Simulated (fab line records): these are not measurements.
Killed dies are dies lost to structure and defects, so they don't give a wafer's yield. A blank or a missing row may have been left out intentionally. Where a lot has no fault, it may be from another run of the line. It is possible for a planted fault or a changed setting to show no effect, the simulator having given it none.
What tool caused it? -- flow nand-harc -- 6 lots, 18 wafers sampled, at 3 steps of a route of 1159

## WHAT EACH GAUGE READ, for each wafer
NHARC_THIN_TSV_CD_MEAS_33 targets a cd of 5000 nm.
lot,measured,on,cd-nm (nm)
L461,day 19 00:46,cd-sem-01,5003.0 5002.8 5000.5
L464,day 19 08:36,cd-sem-01,4999.4 4998.5 4997.3
L462,day 20 00:54,cd-sem-02,4997.5 4994.7 4998.2
L463,day 20 12:11,cd-sem-03,5001.6 4997.9 4998.9
L475,day 23 04:17,cd-sem-02,5000.3 5002.3 5004.1
L481,day 23 23:14,cd-sem-02,4999.8 5001.2 5000.0

## WHICH TOOL RAN EACH LOT (tool, then ch and the chambers of the sampled wafers, then the start)
lot,NHARC_A_CONTACT_ETCH_114,NHARC_THIN_TSV_STRIP_62
L461,"har-cap-etch-02 ch 0,1, day 16 13:38","plasma-asher-02 ch 0,1, day 18 21:25"
L464,"har-cap-etch-03 ch 0,1, day 17 00:34","plasma-asher-02 ch 0,1, day 19 05:17"
L462,"har-cap-etch-03 ch 0,1, day 17 12:34","plasma-asher-02 ch 0,1, day 19 21:38"
L463,"har-cap-etch-03 ch 0,1, day 17 20:18","plasma-asher-01 ch 0,1, day 20 08:26"
L475,"har-cap-etch-03 ch 0,1, day 20 05:10","plasma-asher-01 ch 0,1, day 23 01:04"
L481,"har-cap-etch-01 ch 0,1, day 21 14:18","plasma-asher-02 ch 0,1, day 23 20:04"
- NHARC_A_CONTACT_ETCH_114: etches the open film in C4F8/O2/Ar, time 94 s, target depth 922 nm.
- NHARC_THIN_TSV_STRIP_62: strips in N2/H2, time 20 s.

## THE ANSWER, worked out from the rows above alone
Rule: usual is defined by the lots themselves. Put in order of their means at a reading, lots are off if they are a third of the lots or fewer, leave a main group of 4 or more, and stand apart from it by a gap of 3 or more times the standard deviation of the main group's means; of several such gaps the widest counts. A main group whose means are all the same, to the digits that the tables above print for the reading, isn't used. Also off: a lot with no number at a reading for which 4 or more lots have one. All remaining lots with rows at the step are treated as sound.
Across all readings shown, no lot is off: no conclusion can be drawn from this.

## WHAT THE SIMULATOR HAD PUT IN
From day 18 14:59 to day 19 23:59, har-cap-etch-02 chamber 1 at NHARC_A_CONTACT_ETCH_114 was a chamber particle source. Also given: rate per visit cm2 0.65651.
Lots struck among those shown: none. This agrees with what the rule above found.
